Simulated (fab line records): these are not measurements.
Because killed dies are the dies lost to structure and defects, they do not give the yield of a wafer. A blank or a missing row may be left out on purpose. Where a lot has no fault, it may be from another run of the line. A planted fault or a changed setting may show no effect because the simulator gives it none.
A single fault, viewed from 3 desks -- flow nandHarc -- every desk sees just its own numbers, and what lay behind them comes last

DESK OF THE TOOL OWNER: pecvdOnon-02
The tool's own readings at NHARC_A_ONON_D2_DEP_19 (target thk 1000 nm): means of the sampled wafers that have a number, for each lot that ran on this tool. If a lot's mean is further than 4 standard deviations from the usual mean, the lot is out of limits and carries the mark OUT (the distance appears in the brackets).
Columns: A = nh3FlowSccm at NHARC_A_ONON_D2_DEP_19, usual 499.6 sccm
lot,first seen here,A
L987,day 12 16:13,499.7
L988,day 13 06:09,499.5
L990,day 14 10:02,500.0
L992,day 14 15:14,498.1
L104,day 19 09:55,499.9
L105,day 20 07:56,497.6
L107,day 21 00:17,500.2
L109,day 21 17:07,499.0
Result from this desk: across the 8 lots, nothing is out of limits.

THE METROLOGY DESK
Means of the sampled wafers that have a number, per lot and without regard to the tool the lot ran on: this is what the gauges read. If a lot's mean is further than 4 standard deviations from the usual mean, the lot is out of limits and carries the mark OUT (the distance appears in the brackets).
Columns: A = thkNm at NHARC_A_ONON_D2_THK_MEAS_21, usual 1001 nm
lot,first seen here,A
L987,day 12 16:36,1000
L988,day 13 06:40,1006
L990,day 14 10:34,1488 (+57) OUT
L992,day 14 15:41,1508 (+59) OUT
L101,day 18 19:58,1001
L100,day 18 19:59,989
L102,day 19 10:26,998
L104,day 19 10:26,1012
L103,day 19 10:26,986
L105,day 20 08:23,994
L106,day 20 16:38,1006
L107,day 21 00:47,1001
L109,day 21 17:38,1013
L110,day 22 18:20,989
This desk finds L990, L992 out of limits, L990 being first, at day 14 10:34 (thkNm at NHARC_A_ONON_D2_THK_MEAS_21). L987, L988, L101, L100, L102, L104, L103, L105, L106, L107, L109, L110 stayed within limits.

THE DEFECT DESK
What the inspections along the route counted, lot by lot: means of the sampled wafers that have a number. If a lot's mean is further than 4 standard deviations from the usual mean, the lot is out of limits and carries the mark OUT (the distance appears in the brackets).
Columns: A = rawDefectCount at NHARC_A_DECK1_JOINT_INSPECT_05, usual 398; B = rawDefectCount at NHARC_A_ONON_D2_INSPECT_32, usual 497
lot,first seen here,A,B
L987,day 12 05:28,527,689
L988,day 12 19:49,288,383
L990,day 13 20:45,337,426
L992,day 14 04:31,335,412
L101,day 18 08:50,514,624
L100,day 18 08:51,362,475
L102,day 18 23:18,375,451
L103,day 19 02:04,306,401
L104,day 19 02:05,356,431
L105,day 19 19:40,519,678
L106,day 20 05:37,738,937
L107,day 20 11:42,532,616
L109,day 21 06:31,364,455
L110,day 22 07:13,474,577
Result from this desk: across the 14 lots, nothing is out of limits.

BROUGHT TOGETHER
On L990, L992, the metrology desk was in a position to raise an alarm at day 14 10:34.
The tool owner's desk saw nothing out of limits.
The defect desk saw nothing out of limits.
Tool owner's desk: L990, L992 on record, inside its limits.
The defect desk has L990, L992 on record, within its limits.
On pecvdOnon-02, each named lot ran NHARC_A_ONON_D2_DEP_19.

WHAT HAD BEEN PUT IN BY THE SIMULATOR
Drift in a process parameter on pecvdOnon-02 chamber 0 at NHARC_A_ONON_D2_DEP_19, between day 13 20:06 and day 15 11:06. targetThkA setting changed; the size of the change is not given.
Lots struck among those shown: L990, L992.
Per desk, hours elapsed from the start of the fault to the first reading out of limits: for the metrology desk, 14.
